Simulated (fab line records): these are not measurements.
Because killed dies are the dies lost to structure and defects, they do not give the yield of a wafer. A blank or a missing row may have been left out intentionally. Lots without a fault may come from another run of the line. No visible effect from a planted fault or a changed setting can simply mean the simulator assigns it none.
Which tool was responsible? | flow nandHarc | 24 lots, 72 wafers sampled, at 6 steps of a route of 1302

== WHAT EACH GAUGE READ, for each wafer ==
Not one reading of a measure or inspect step in the record can be checked against a usual standard deviation.

== WHAT TOOL EACH LOT RAN ON (gives the tool, then ch and the chambers of the sampled wafers, and finally the start) ==
lot  | NHARC_A_STAIRCASE_DESCUM_168      | NHARC_A_STAIRCASE_TRIM_20         | NHARC_A_STAIRCASE_ETCH_25     | NHARC_A_STAIRCASE_ETCH_27     | NHARC_A_STAIRCASE_ETCH_190    | NHARC_A_STAIRCASE_TRIM_198
L074 | rieDiel-02 ch 0,1,2, day 15 14:46 | rieDiel-02 ch 0,3, day 15 18:47   | rieDiel-02 ch 0,2,3, no start | rieDiel-02 ch 0,2,3, no start | rieDiel-09 ch 0,2,3, no start | rieDiel-13 ch 0,2,3, no start
L075 | rieDiel-02 ch 0,1, day 15 14:56   | rieDiel-09 ch 0,2,3, day 15 18:38 | rieDiel-09 ch 0,1,3, no start | rieDiel-09 ch 0,1,2, no start | rieDiel-09 ch 1,3, no start   | rieDiel-02 ch 0,2, no start
L077 | rieDiel-13 ch 0,2,3, day 16 11:03 | rieDiel-09 ch 0,2,3, day 16 14:01 | rieDiel-09 ch 1,2, no start   | rieDiel-09 ch 1,2,3, no start | rieDiel-09 ch 1,2, no start   | rieDiel-02 ch 0,1,2, no start
L076 | rieDiel-09 ch 1,2, day 16 15:15   | rieDiel-09 ch 1,2,3, day 16 18:29 | rieDiel-09 ch 0,1, no start   | rieDiel-09 ch 1,2,3, no start | rieDiel-02 ch 1,2,3, no start | rieDiel-13 ch 2,3, no start
L078 | rieDiel-13 ch 0,2, day 16 21:14   | rieDiel-09 ch 1,2,3, day 17 00:13 | rieDiel-09 ch 1,2,3, no start | rieDiel-09 ch 0,2,3, no start | rieDiel-09 ch 1,2,3, no start | rieDiel-09 ch 1,3, no start
L079 | rieDiel-02 ch 1,3, day 17 23:13   | rieDiel-09 ch 0,1,3, day 18 02:10 | rieDiel-09 ch 0,3, no start   | rieDiel-09 ch 0,2, no start   | rieDiel-02 ch 0,1, no start   | rieDiel-02 ch 2,3, no start
L080 | rieDiel-09 ch 0,1,3, day 18 07:02 | rieDiel-13 ch 1,3, day 18 09:52   | rieDiel-13 ch 0,2, no start   | rieDiel-13 ch 0,3, no start   | rieDiel-13 ch 1,2, no start   | rieDiel-13 ch 1,2,3, no start
L081 | rieDiel-09 ch 1,2,3, day 18 20:28 | rieDiel-09 ch 0,2,3, day 18 23:19 | rieDiel-09 ch 0,3, no start   | rieDiel-09 ch 1,2,3, no start | rieDiel-09 ch 1,2,3, no start | rieDiel-13 ch 0,1,2, no start
L082 | rieDiel-09 ch 1,3, day 19 11:42   | rieDiel-09 ch 0,2,3, day 19 14:50 | rieDiel-09 ch 0,3, no start   | rieDiel-09 ch 1,3, no start   | rieDiel-02 ch 1,2, no start   | rieDiel-13 ch 0,2,3, no start
L084 | rieDiel-13 ch 1,2, day 19 22:32   | rieDiel-13 ch 0,1,2, day 20 02:15 | rieDiel-13 ch 0,1,3, no start | rieDiel-13 ch 0,2, no start   | rieDiel-02 ch 0,1,3, no start | rieDiel-09 ch 0,1,2, no start
L083 | rieDiel-13 ch 2,3, day 20 01:14   | rieDiel-13 ch 0,2,3, day 20 04:28 | rieDiel-13 ch 0,1,2, no start | rieDiel-13 ch 0,1,3, no start | rieDiel-13 ch 0,2,3, no start | rieDiel-09 ch 1,2,3, no start
L085 | rieDiel-02 ch 0,1,2, day 20 06:31 | rieDiel-13 ch 0,2,3, day 20 09:19 | rieDiel-13 ch 0,1,3, no start | rieDiel-13 ch 0,2,3, no start | rieDiel-13 ch 1,2,3, no start | rieDiel-13 ch 0,1,2, no start
L086 | rieDiel-09 ch 0,2, day 20 06:41   | rieDiel-09 ch 1,2, day 20 09:52   | rieDiel-09 ch 0,2,3, no start | rieDiel-09 ch 1,2,3, no start | rieDiel-09 ch 0,2, no start   | rieDiel-09 ch 0,2,3, no start
L087 | rieDiel-02 ch 1,2, day 21 15:59   | rieDiel-02 ch 0,1,2, day 21 19:10 | rieDiel-02 ch 1,2,3, no start | rieDiel-02 ch 0,1,2, no start | rieDiel-13 ch 1,2,3, no start | rieDiel-13 ch 0,1, no start
L089 | rieDiel-02 ch 0,1, day 21 16:17   | rieDiel-13 ch 1,2,3, day 21 19:30 | rieDiel-13 ch 1,2,3, no start | rieDiel-13 ch 0,3, no start   | rieDiel-13 ch 1,2, no start   | rieDiel-02 ch 0,1,2, no start
L088 | rieDiel-09 ch 0,1,3, day 22 02:38 | rieDiel-09 ch 0,1, day 22 05:35   | rieDiel-09 ch 0,1,3, no start | rieDiel-09 ch 0,3, no start   | rieDiel-02 ch 0,3, no start   | rieDiel-09 ch 0,1, no start
L091 | rieDiel-09 ch 1,2,3, day 22 14:26 | rieDiel-02 ch 1,2, day 22 17:26   | rieDiel-02 ch 0,2,3, no start | rieDiel-02 ch 0,2,3, no start | rieDiel-02 ch 1,3, no start   | rieDiel-02 ch 0,2,3, no start
L093 | rieDiel-09 ch 1,2,3, day 22 22:26 | rieDiel-09 ch 1,2,3, day 23 01:35 | rieDiel-09 ch 1,2, no start   | rieDiel-09 ch 0,1,2, no start | rieDiel-13 ch 2,3, no start   | rieDiel-02 ch 0,1,3, no start
L090 | rieDiel-09 ch 0,1,2, day 22 22:30 | rieDiel-13 ch 1,2,3, day 23 01:54 | rieDiel-13 ch 0,1,3, no start | rieDiel-13 ch 0,2,3, no start | rieDiel-02 ch 2,3, no start   | rieDiel-09 ch 1,2,3, no start
L092 | rieDiel-02 ch 1,2,3, day 23 06:01 | rieDiel-13 ch 1,2, day 23 15:46   | rieDiel-13 ch 0,1,2, no start | rieDiel-13 ch 0,3, no start   | rieDiel-09 ch 2,3, no start   | rieDiel-02 ch 0,2,3, no start
L094 | rieDiel-09 ch 1,2,3, day 24 04:56 | rieDiel-09 ch 0,1,3, day 24 07:53 | rieDiel-09 ch 1,2,3, no start | rieDiel-09 ch 0,2,3, no start | rieDiel-13 ch 0,2,3, no start | rieDiel-09 ch 1,2,3, no start
L095 | rieDiel-09 ch 0,1,2, day 24 05:07 | rieDiel-13 ch 1,2, day 24 08:04   | rieDiel-13 ch 0,2, no start   | rieDiel-13 ch 0,2,3, no start | rieDiel-02 ch 0,3, no start   | rieDiel-02 ch 0,1,2, no start
L096 | rieDiel-13 ch 1,2,3, day 24 21:38 | rieDiel-13 ch 1,3, day 25 02:08   | rieDiel-13 ch 0,1,3, no start | rieDiel-13 ch 1,2,3, no start | rieDiel-09 ch 1,2,3, no start | rieDiel-09 ch 0,2,3, no start
L097 | rieDiel-13 ch 1,2, day 24 21:40   | rieDiel-09 ch 0,3, day 25 02:10   | rieDiel-09 ch 0,2,3, no start | rieDiel-09 ch 1,2, no start   | rieDiel-13 ch 1,2,3, no start | rieDiel-13 ch 1,2,3, no start
- NHARC_A_STAIRCASE_DESCUM_168: chemistry O2, time 3 s.
- NHARC_A_STAIRCASE_TRIM_20: chemistry O2, time 211.2 s.
- NHARC_A_STAIRCASE_ETCH_25: etches the open film in C4F8/O2, target depth 100 nm, time 40.5 s.
- NHARC_A_STAIRCASE_ETCH_27: etches the open film in C4F8/O2, target depth 100 nm, time 40.5 s.
- NHARC_A_STAIRCASE_ETCH_190: etches the open film in C4F8/O2, target depth 100 nm, time 40.5 s.
- NHARC_A_STAIRCASE_TRIM_198: chemistry O2, time 211.2 s.

== AS READ BY THE TOOLS THEMSELVES (means over the sampled wafers that have a number; for cases with no such wafer, the mark the record gives instead) ==
NHARC_A_STAIRCASE_DESCUM_168.
lot  | tool       | drypumpMotorCurrentA (A) | oesProductAu (a.u.) | rfVppV (V) | showerheadPlenumPTorr (Torr) | throttleValvePct (%)
L074 | rieDiel-02 | 5.7                      | 1.002               | 57.3       | 1.86                         | 11.301
L075 | rieDiel-02 | 5.9                      | 0.998               | 57.2       | 1.87                         | 11.309
L077 | rieDiel-13 | 5.9                      | 0.995               | 57.6       | 1.92                         | 11.309
L076 | rieDiel-09 | 5.8                      | 1.007               | 58.0       | 1.96                         | 11.316
L078 | rieDiel-13 | 5.8                      | 1.007               | 57.9       | 1.89                         | 11.313
L079 | rieDiel-02 | 5.5                      | 0.992               | 58.3       | 1.95                         | 11.315
L080 | rieDiel-09 | 5.6                      | 0.989               | 58.0       | 1.94                         | 11.321
L081 | rieDiel-09 | 5.6                      | 1.004               | 57.6       | 1.92                         | 11.313
L082 | rieDiel-09 | 5.3                      | 0.999               | 57.9       | 1.90                         | 11.300
L084 | rieDiel-13 | 5.8                      | 1.010               | 58.0       | 1.88                         | 11.318
L083 | rieDiel-13 | 5.9                      | 1.005               | 57.6       | 1.89                         | 11.312
L085 | rieDiel-02 | 5.7                      | 1.007               | 57.7       | 1.95                         | 11.309
L086 | rieDiel-09 | 6.3                      | 0.998               | 58.6       | 2.01                         | 11.307
L087 | rieDiel-02 | 5.4                      | 1.008               | 57.9       | 2.04                         | 11.311
L089 | rieDiel-02 | 5.5                      | 0.989               | 57.9       | 1.92                         | 11.317
L088 | rieDiel-09 | 5.6                      | 1.001               | 57.6       | 1.93                         | 11.314
L091 | rieDiel-09 | 5.6                      | 1.007               | 58.1       | 1.91                         | 11.310
L093 | rieDiel-09 | 5.6                      | 1.006               | 57.5       | 1.91                         | 11.304
L090 | rieDiel-09 | 6.0                      | 0.999               | 58.4       | 1.98                         | 11.309
L092 | rieDiel-02 | 5.5                      | 0.999               | 57.3       | 1.99                         | 11.316
L094 | rieDiel-09 | 5.6                      | 1.014               | 57.9       | 1.91                         | 11.313
L095 | rieDiel-09 | 6.0                      | 0.998               | 57.6       | 1.98                         | 11.303
L096 | rieDiel-13 | 5.9                      | 1.014               | 56.9       | 1.90                         | 11.317
L097 | rieDiel-13 | 5.8                      | 1.008               | 58.2       | 1.87                         | 11.305

NHARC_A_STAIRCASE_TRIM_20.
lot  | tool       | drypumpMotorCurrentA (A) | oesProductAu (a.u.) | rfVppV (V) | showerheadPlenumPTorr (Torr) | throttleValvePct (%)
L074 | rieDiel-02 | 5.9                      | 0.992               | 57.7       | 3.50                         | 17.032
L075 | rieDiel-09 | 5.8                      | 1.000               | 58.7       | 3.61                         | 17.034
L077 | rieDiel-09 | 5.9                      | 1.002               | 57.9       | 3.61                         | 17.043
L076 | rieDiel-09 | 5.6                      | 1.000               | 58.3       | 3.55                         | 17.040
L078 | rieDiel-09 | 5.6                      | 0.997               | 58.1       | 3.55                         | 17.031
L079 | rieDiel-09 | 5.6                      | 0.993               | 57.5       | 3.57                         | 17.039
L080 | rieDiel-13 | 6.0                      | 1.002               | 58.0       | 3.60                         | 17.047
L081 | rieDiel-09 | 5.8                      | 1.000               | 57.5       | 3.60                         | 17.035
L082 | rieDiel-09 | 5.9                      | 1.006               | 57.7       | 3.60                         | 17.030
L084 | rieDiel-13 | 5.9                      | 1.004               | 58.0       | 3.55                         | 17.037
L083 | rieDiel-13 | 5.9                      | 0.994               | 57.4       | 3.52                         | 17.043
L085 | rieDiel-13 | 5.8                      | 1.002               | 58.7       | 3.52                         | 17.029
L086 | rieDiel-09 | 5.8                      | 0.999               | 57.8       | 3.59                         | 17.029
L087 | rieDiel-02 | 5.7                      | 0.998               | 57.0       | 3.59                         | 17.032
L089 | rieDiel-13 | 5.9                      | 1.006               | 57.8       | 3.51                         | 17.043
L088 | rieDiel-09 | 5.7                      | 1.001               | 58.3       | 3.61                         | 17.045
L091 | rieDiel-02 | 5.3                      | 0.999               | 58.4       | 3.70                         | 17.039
L093 | rieDiel-09 | 5.6                      | 1.007               | 58.1       | 3.52                         | 17.033
L090 | rieDiel-13 | 5.9                      | 1.005               | 57.9       | 3.51                         | 17.042
L092 | rieDiel-13 | 5.9                      | 1.004               | 58.1       | 3.53                         | 17.039
L094 | rieDiel-09 | 5.6                      | 0.996               | 57.5       | 3.55                         | 17.029
L095 | rieDiel-13 | 5.9                      | 1.009               | 57.7       | 3.45                         | 17.035
L096 | rieDiel-13 | 5.9                      | 1.006               | 57.9       | 3.57                         | 17.043
L097 | rieDiel-09 | 5.4                      | 0.994               | 57.9       | 3.48                         | 17.044

NHARC_A_STAIRCASE_ETCH_25.
lot  | tool       | oesProductAu (a.u.) | rfVppV (V)
L074 | rieDiel-02 | 0.939               | 892
L075 | rieDiel-09 | 0.948               | 898
L077 | rieDiel-09 | 0.949               | 900
L076 | rieDiel-09 | 0.939               | 902
L078 | rieDiel-09 | 0.938               | 897
L079 | rieDiel-09 | 0.935               | 896
L080 | rieDiel-13 | 0.943               | 894
L081 | rieDiel-09 | 0.940               | 900
L082 | rieDiel-09 | 0.949               | 900
L084 | rieDiel-13 | 0.950               | 899
L083 | rieDiel-13 | 0.948               | 897
L085 | rieDiel-13 | 0.939               | 898
L086 | rieDiel-09 | 0.942               | 897
L087 | rieDiel-02 | 0.938               | 900
L089 | rieDiel-13 | 0.946               | 896
L088 | rieDiel-09 | 0.949               | 896
L091 | rieDiel-02 | 0.944               | 897
L093 | rieDiel-09 | 0.943               | 897
L090 | rieDiel-13 | 0.940               | 898
L092 | rieDiel-13 | 0.966               | 896
L094 | rieDiel-09 | 0.953               | 896
L095 | rieDiel-13 | 0.961               | 894
L096 | rieDiel-13 | 0.944               | 897
L097 | rieDiel-09 | 0.941               | 897

NHARC_A_STAIRCASE_ETCH_27.
lot  | tool       | oesProductAu (a.u.) | rfVppV (V)
L074 | rieDiel-02 | 0.931               | 891
L075 | rieDiel-09 | 0.938               | 901
L077 | rieDiel-09 | 0.964               | 897
L076 | rieDiel-09 | 0.949               | 897
L078 | rieDiel-09 | 0.941               | 899
L079 | rieDiel-09 | 0.947               | 903
L080 | rieDiel-13 | 0.944               | 898
L081 | rieDiel-09 | 0.948               | 896
L082 | rieDiel-09 | 0.940               | 894
L084 | rieDiel-13 | 0.944               | 896
L083 | rieDiel-13 | 0.931               | 899
L085 | rieDiel-13 | 0.947               | 896
L086 | rieDiel-09 | 0.942               | 897
L087 | rieDiel-02 | 0.951               | 899
L089 | rieDiel-13 | 0.932               | 898
L088 | rieDiel-09 | 0.950               | 899
L091 | rieDiel-02 | 0.944               | 897
L093 | rieDiel-09 | 0.948               | 900
L090 | rieDiel-13 | 0.938               | 896
L092 | rieDiel-13 | 0.953               | 898
L094 | rieDiel-09 | 0.940               | 897
L095 | rieDiel-13 | 0.952               | 895
L096 | rieDiel-13 | 0.959               | 894
L097 | rieDiel-09 | 0.960               | 897

NHARC_A_STAIRCASE_ETCH_190.
lot  | tool       | oesProductAu (a.u.) | rfVppV (V)
L074 | rieDiel-09 | 0.939               | 899
L075 | rieDiel-09 | 0.934               | 895
L077 | rieDiel-09 | 0.943               | 900
L076 | rieDiel-02 | 0.954               | 895
L078 | rieDiel-09 | 0.944               | 897
L079 | rieDiel-02 | 0.935               | 893
L080 | rieDiel-13 | 0.942               | 897
L081 | rieDiel-09 | 0.940               | 897
L082 | rieDiel-02 | 0.963               | 904
L084 | rieDiel-02 | 0.935               | 895
L083 | rieDiel-13 | 0.940               | 896
L085 | rieDiel-13 | 0.955               | 896
L086 | rieDiel-09 | 0.941               | 902
L087 | rieDiel-13 | 0.951               | 895
L089 | rieDiel-13 | 0.944               | 896
L088 | rieDiel-02 | 0.950               | 891
L091 | rieDiel-02 | 0.938               | 898
L093 | rieDiel-13 | 0.955               | 895
L090 | rieDiel-02 | 0.956               | 902
L092 | rieDiel-09 | 0.940               | 893
L094 | rieDiel-13 | 0.945               | 896
L095 | rieDiel-02 | 0.942               | 894
L096 | rieDiel-09 | 0.937               | 896
L097 | rieDiel-13 | 0.934               | 895

NHARC_A_STAIRCASE_TRIM_198.
lot  | tool       | drypumpMotorCurrentA (A) | oesProductAu (a.u.) | rfVppV (V) | showerheadPlenumPTorr (Torr) | throttleValvePct (%)
L074 | rieDiel-13 | 5.9                      | 0.998               | 57.0       | 3.54                         | 17.042
L075 | rieDiel-02 | 6.1                      | 0.995               | 56.5       | 3.32                         | 17.039
L077 | rieDiel-02 | 5.7                      | 1.005               | 57.8       | 3.43                         | 17.037
L076 | rieDiel-13 | 5.9                      | 1.003               | 57.5       | 3.51                         | 17.037
L078 | rieDiel-09 | 5.3                      | 1.004               | 58.2       | 3.51                         | 17.044
L079 | rieDiel-02 | 5.7                      | 1.000               | 57.9       | 3.64                         | 17.034
L080 | rieDiel-13 | 5.9                      | 1.004               | 58.1       | 3.52                         | 17.033
L081 | rieDiel-13 | 5.9                      | 1.000               | 58.5       | 3.55                         | 17.042
L082 | rieDiel-13 | 5.9                      | 1.003               | 57.3       | 3.52                         | 17.036
L084 | rieDiel-09 | 6.0                      | 1.005               | 58.2       | 3.65                         | 17.039
L083 | rieDiel-09 | 5.6                      | 0.997               | 59.0       | 3.53                         | 17.040
L085 | rieDiel-13 | 5.9                      | 1.011               | 58.2       | 3.54                         | 17.038
L086 | rieDiel-09 | 5.9                      | 0.998               | 58.1       | 3.59                         | 17.030
L087 | rieDiel-13 | 5.9                      | 0.997               | 58.4       | 3.61                         | 17.034
L089 | rieDiel-02 | 5.7                      | 0.997               | 58.1       | 3.59                         | 17.025
L088 | rieDiel-09 | 5.7                      | 1.001               | 57.7       | 3.61                         | 17.039
L091 | rieDiel-02 | 5.9                      | 0.995               | 57.6       | 3.55                         | 17.044
L093 | rieDiel-02 | 5.7                      | 0.995               | 57.5       | 3.50                         | 17.042
L090 | rieDiel-09 | 5.6                      | 1.004               | 57.4       | 3.52                         | 17.042
L092 | rieDiel-02 | 5.9                      | 1.006               | 58.1       | 3.54                         | 17.034
L094 | rieDiel-09 | 5.6                      | 1.002               | 58.6       | 3.52                         | 17.038
L095 | rieDiel-02 | 5.7                      | 0.990               | 57.3       | 3.58                         | 17.032
L096 | rieDiel-09 | 5.8                      | 0.999               | 57.6       | 3.57                         | 17.033
L097 | rieDiel-13 | 5.9                      | 1.002               | 56.6       | 3.50                         | 17.032

== THE ANSWER, worked out from the rows above alone ==
Rule: what is usual is taken from the lots themselves. Put in order of their means at a reading, lots are off if they are a third of the lots or fewer, leave a main group of 4 or more, and stand apart from it by a gap of 3 or more times the standard deviation of the main group's means; of several such gaps the widest counts. A main group is skipped when, at the precision printed for the reading in the tables above, its means are all equal. Also off: a lot with no number at a reading for which 4 or more lots have one. The other lots that the step has rows for count as sound. Order of review: gauges by route order, followed by the tools' own readings, for which a lot's mean as printed above is used. At the first step where some lot is off, the reading lying furthest off is the one used; lots without a number count as furthest.
None of the lots is off at any reading shown; this tells nothing.

== WHAT THE SIMULATOR HAD PUT IN ==
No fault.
